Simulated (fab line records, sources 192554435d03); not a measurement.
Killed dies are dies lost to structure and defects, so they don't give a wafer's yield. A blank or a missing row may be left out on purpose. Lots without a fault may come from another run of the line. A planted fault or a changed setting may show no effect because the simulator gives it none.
Split-lot experiment | flow n5_finfet | 7 lots, 21 wafers read, on a route of 1938 steps

THE SPLIT
At N5_BEOL_M0_ETCH_109 (etches SiCN in CH3F/O2, target depth 8 nm, overetch 2.4 nm, time 27.4 s), the setting bias_w was moved away from the recipe's 75 W on 7 of the 21 wafers read, by -11.3% to +8.3%. The other wafers ran this setting at the recipe's value.

The reading is taken at the split's own step.

THE READING
rf_vpp_V, in V, at N5_BEOL_M0_ETCH_109 (etches SiCN in CH3F/O2, target depth 8 nm, overetch 2.4 nm, time 27.4 s). Fault-free wafers of this fab line usually give 297.2 V, standard deviation 1.3 V.

wafer  | tool, chamber at the split | bias_w as run, W | against the recipe | rf_vpp_V, V | against lot-mates on the recipe
L077.1 | rie_diel-03, 0             | 75               | recipe             | 295.3       | -
L077.2 | rie_diel-03, 2             | 75               | recipe             | 300.1       | -
L077.4 | rie_diel-03, 3             | 66.54            | -11.3%             | 276.8       | -20.9
L078.2 | rie_diel-05, 2             | 75               | recipe             | 298.5       | -
L078.3 | rie_diel-05, 1             | 75               | recipe             | 298.0       | -
L078.6 | rie_diel-05, 3             | 75               | recipe             | 297.6       | -
L079.2 | rie_diel-04, 2             | 69.33            | -7.6%              | 280.6       | -15.5
L079.3 | rie_diel-04, 1             | 69.33            | -7.6%              | 282.7       | -13.4
L079.4 | rie_diel-04, 2             | 75               | recipe             | 296.1       | -
L087.1 | rie_diel-03, 3             | 75               | recipe             | 296.7       | -
L087.2 | rie_diel-03, 2             | 75               | recipe             | 299.1       | -
L087.6 | rie_diel-03, 2             | 75               | recipe             | 297.1       | -
L090.1 | rie_diel-05, 2             | 75               | recipe             | 296.9       | -
L090.5 | rie_diel-05, 2             | 75               | recipe             | 297.1       | -
L090.6 | rie_diel-05, 1             | 75               | recipe             | 298.7       | -
L092.1 | rie_diel-05, 3             | 67.36            | -10.2%             | 277.1       | -22.6
L092.5 | rie_diel-05, 0             | 67.36            | -10.2%             | 276.9       | -22.8
L092.6 | rie_diel-05, 1             | 75               | recipe             | 299.7       | -
L095.3 | rie_diel-05, 1             | 81.26            | +8.3%              | 312.7       | +17.7
L095.4 | rie_diel-05, 3             | 81.26            | +8.3%              | 311.8       | +16.8
L095.5 | rie_diel-05, 3             | 75               | recipe             | 295.0       | -

THE FIT
A straight line over all 21 wafers: rf_vpp_V changes by +1.92 V for each +1% of bias_w; r = +0.99; the points scatter about the line by 1.5 V.
The same after taking each lot's own level away (the mean of its wafers on the recipe; 21 wafers): +2.05 V for each +1%; r = +0.99; scatter 1.3 V.
On that fit, the largest move of bias_w shifts the reading by 23 V.
The lots' own levels span 295.00 to 299.70 V, that is 3.6 times the standard deviation above.
So the lot-to-lot level changes the slope little: the two slopes agree.
Check: with one of the wafers moved furthest among these (-11.3%) left out of the fit, the line predicts -23.7 V for it against its lot-mates. It came out at -20.9 V against them.
Tool readings at the split's step, against how far the setting was moved: rf_vpp_V r = +0.99.

OTHER SPLITS ON THESE WAFERS
These wafers also went through other splits before the reading. Each is held against what the fit with the lots' levels taken away leaves over:
other split on the same wafers           | wafers away from the commonest value | r with rf_vpp_V (lot level and that fit taken away)
N5_MOL_CONTACT_COAG_COAT_103 spin_rpm    | 6                                    | +0.17
N5_MOL_CONTACT_COAG_ALD_27 time_s        | 11                                   | -0.07
N5_MOL_CONTACT_COAG_CVD_140 target_thk_a | 13                                   | -0.16
N5_BEOL_M0_ETCH_138 source_w             | 6                                    | -0.46

THE FILE'S OWN FIT
rf_vpp_V changes by +2.01 V for each +1% of bias_w, r = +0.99.
